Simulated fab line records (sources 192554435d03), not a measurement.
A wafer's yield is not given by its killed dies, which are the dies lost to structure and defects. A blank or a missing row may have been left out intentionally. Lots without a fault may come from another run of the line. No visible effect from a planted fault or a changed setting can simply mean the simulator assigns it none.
Matching of chambers || flow n5 finfet || N5_BEOL_M11_ETCH_65 on rie diel-05: 4 sister chambers
The step etches SiARC in CF4, target depth 39 nm, time 65 s. 24 wafers are shown with their chamber, then 12 later ones without.

== EACH WAFER AND ITS CHAMBER ==
{"wafer": "L074.2", "chamber": 1, "drypump motor current A (A)": 5.18, "showerhead plenum p Torr (Torr)": 2.04, "throttle valve pct (%)": 15.95}
{"wafer": "L074.3", "chamber": 3, "drypump motor current A (A)": 5.76, "showerhead plenum p Torr (Torr)": 2.08, "throttle valve pct (%)": 15.29}
{"wafer": "L074.5", "chamber": 2, "drypump motor current A (A)": 5.64, "showerhead plenum p Torr (Torr)": 2.11, "throttle valve pct (%)": 16.06}
{"wafer": "L078.2", "chamber": 3, "drypump motor current A (A)": 5.75, "showerhead plenum p Torr (Torr)": 2.08, "throttle valve pct (%)": 15.32}
{"wafer": "L078.3", "chamber": 1, "drypump motor current A (A)": 5.19, "showerhead plenum p Torr (Torr)": 2.04, "throttle valve pct (%)": 15.98}
{"wafer": "L078.6", "chamber": 3, "drypump motor current A (A)": 5.76, "showerhead plenum p Torr (Torr)": 2.08, "throttle valve pct (%)": 15.32}
{"wafer": "L083.1", "chamber": 0, "drypump motor current A (A)": 5.75, "showerhead plenum p Torr (Torr)": 2.11, "throttle valve pct (%)": 15.78}
{"wafer": "L083.2", "chamber": 1, "drypump motor current A (A)": 5.18, "showerhead plenum p Torr (Torr)": 2.04, "throttle valve pct (%)": 15.98}
{"wafer": "L083.5", "chamber": 0, "drypump motor current A (A)": 5.73, "showerhead plenum p Torr (Torr)": 2.11, "throttle valve pct (%)": 15.79}
{"wafer": "L080.1", "chamber": 0, "drypump motor current A (A)": 5.80, "showerhead plenum p Torr (Torr)": 2.11, "throttle valve pct (%)": 15.78}
{"wafer": "L080.3", "chamber": 2, "drypump motor current A (A)": 5.64, "showerhead plenum p Torr (Torr)": 2.10, "throttle valve pct (%)": 15.57}
{"wafer": "L080.4", "chamber": 3, "drypump motor current A (A)": 5.78, "showerhead plenum p Torr (Torr)": 2.07, "throttle valve pct (%)": 15.34}
{"wafer": "L082.1", "chamber": 0, "drypump motor current A (A)": 5.80, "showerhead plenum p Torr (Torr)": 2.11, "throttle valve pct (%)": 15.81}
{"wafer": "L082.2", "chamber": 2, "drypump motor current A (A)": 5.66, "showerhead plenum p Torr (Torr)": 2.10, "throttle valve pct (%)": 15.58}
{"wafer": "L082.5", "chamber": 0, "drypump motor current A (A)": 5.80, "showerhead plenum p Torr (Torr)": 2.11, "throttle valve pct (%)": 15.80}
{"wafer": "L084.2", "chamber": 0, "drypump motor current A (A)": 5.78, "showerhead plenum p Torr (Torr)": 2.10, "throttle valve pct (%)": 15.82}
{"wafer": "L084.4", "chamber": 2, "drypump motor current A (A)": 5.64, "showerhead plenum p Torr (Torr)": 2.10, "throttle valve pct (%)": 15.59}
{"wafer": "L084.6", "chamber": 2, "drypump motor current A (A)": 5.64, "showerhead plenum p Torr (Torr)": 2.10, "throttle valve pct (%)": 15.59}
{"wafer": "L087.4", "chamber": 0, "drypump motor current A (A)": 5.77, "showerhead plenum p Torr (Torr)": 2.10, "throttle valve pct (%)": 15.81}
{"wafer": "L087.5", "chamber": 3, "drypump motor current A (A)": 5.76, "showerhead plenum p Torr (Torr)": 2.07, "throttle valve pct (%)": 15.36}
{"wafer": "L087.6", "chamber": 1, "drypump motor current A (A)": 5.18, "showerhead plenum p Torr (Torr)": 2.03, "throttle valve pct (%)": 16.00}
{"wafer": "L090.1", "chamber": 2, "drypump motor current A (A)": 5.64, "showerhead plenum p Torr (Torr)": 2.10, "throttle valve pct (%)": 15.61}
{"wafer": "L090.2", "chamber": 0, "drypump motor current A (A)": 5.77, "showerhead plenum p Torr (Torr)": 2.10, "throttle valve pct (%)": 15.85}
{"wafer": "L090.4", "chamber": 1, "drypump motor current A (A)": 5.15, "showerhead plenum p Torr (Torr)": 2.03, "throttle valve pct (%)": 16.03}

SIGNATURES, as means of the wafers listed above
{"reading": "drypump motor current A", "chamber 0": 5.7750, "chamber 1": 5.1760, "chamber 2": 5.6433, "chamber 3": 5.7620, "scatter within a chamber": 0.0178}
{"reading": "showerhead plenum p Torr", "chamber 0": 2.1063, "chamber 1": 2.0360, "chamber 2": 2.1017, "chamber 3": 2.0760, "scatter within a chamber": 0.00505}
{"reading": "throttle valve pct", "chamber 0": 15.8050, "chamber 1": 15.9880, "chamber 2": 15.6667, "chamber 3": 15.3260, "scatter within a chamber": 0.0991}
Rule: for each reading, subtract the chamber's mean from the wafer's reading, divide by that reading's scatter and square the result; add these up over the readings and take the root, which gives the wafer's distance from the chamber. If the next closest chamber is less than 2 further off than the closest, the wafer can't be placed; otherwise it belongs to the closest. The scatter: take each reading less its chamber's mean, square it, sum over the shown wafers, divide by the number of wafers less the number of chambers, and take the root.

== WAFERS WITH NO CHAMBER GIVEN ==
{"wafer": "L094.1", "drypump motor current A (A)": 5.77, "showerhead plenum p Torr (Torr)": 2.07, "throttle valve pct (%)": 15.38}
{"wafer": "L094.2", "drypump motor current A (A)": 5.78, "showerhead plenum p Torr (Torr)": 2.10, "throttle valve pct (%)": 15.83}
{"wafer": "L094.3", "drypump motor current A (A)": 5.19, "showerhead plenum p Torr (Torr)": 2.03, "throttle valve pct (%)": 16.02}
{"wafer": "L094.4", "drypump motor current A (A)": 5.62, "showerhead plenum p Torr (Torr)": 2.10, "throttle valve pct (%)": 15.61}
{"wafer": "L094.5", "drypump motor current A (A)": 5.17, "showerhead plenum p Torr (Torr)": 2.03, "throttle valve pct (%)": 16.04}
{"wafer": "L094.6", "drypump motor current A (A)": 5.77, "showerhead plenum p Torr (Torr)": 2.10, "throttle valve pct (%)": 15.85}
{"wafer": "L095.1", "drypump motor current A (A)": 5.74, "showerhead plenum p Torr (Torr)": 2.07, "throttle valve pct (%)": 15.38}
{"wafer": "L095.5", "drypump motor current A (A)": 5.65, "showerhead plenum p Torr (Torr)": 2.10, "throttle valve pct (%)": 15.61}
{"wafer": "L095.6", "drypump motor current A (A)": 5.18, "showerhead plenum p Torr (Torr)": 2.03, "throttle valve pct (%)": 16.02}
{"wafer": "L096.3", "drypump motor current A (A)": 5.19, "showerhead plenum p Torr (Torr)": 2.03, "throttle valve pct (%)": 16.04}
{"wafer": "L096.5", "drypump motor current A (A)": 5.17, "showerhead plenum p Torr (Torr)": 2.03, "throttle valve pct (%)": 16.04}
{"wafer": "L096.6", "drypump motor current A (A)": 5.65, "showerhead plenum p Torr (Torr)": 2.09, "throttle valve pct (%)": 15.62}

== WHICH CHAMBER EACH WENT THROUGH ==
{"wafer": "L094.1", "from the rows above": 3, "in truth": 3}
{"wafer": "L094.2", "from the rows above": 0, "in truth": 0}
{"wafer": "L094.3", "from the rows above": 1, "in truth": 1}
{"wafer": "L094.4", "from the rows above": 2, "in truth": 2}
{"wafer": "L094.5", "from the rows above": 1, "in truth": 1}
{"wafer": "L094.6", "from the rows above": 0, "in truth": 0}
{"wafer": "L095.1", "from the rows above": 3, "in truth": 3}
{"wafer": "L095.5", "from the rows above": 2, "in truth": 2}
{"wafer": "L095.6", "from the rows above": 1, "in truth": 1}
{"wafer": "L096.3", "from the rows above": 1, "in truth": 1}
{"wafer": "L096.5", "from the rows above": 1, "in truth": 1}
{"wafer": "L096.6", "from the rows above": 2, "in truth": 2}
12 of 12 placed correctly. Not placeable from these rows: 0. Placed wrongly: 0.
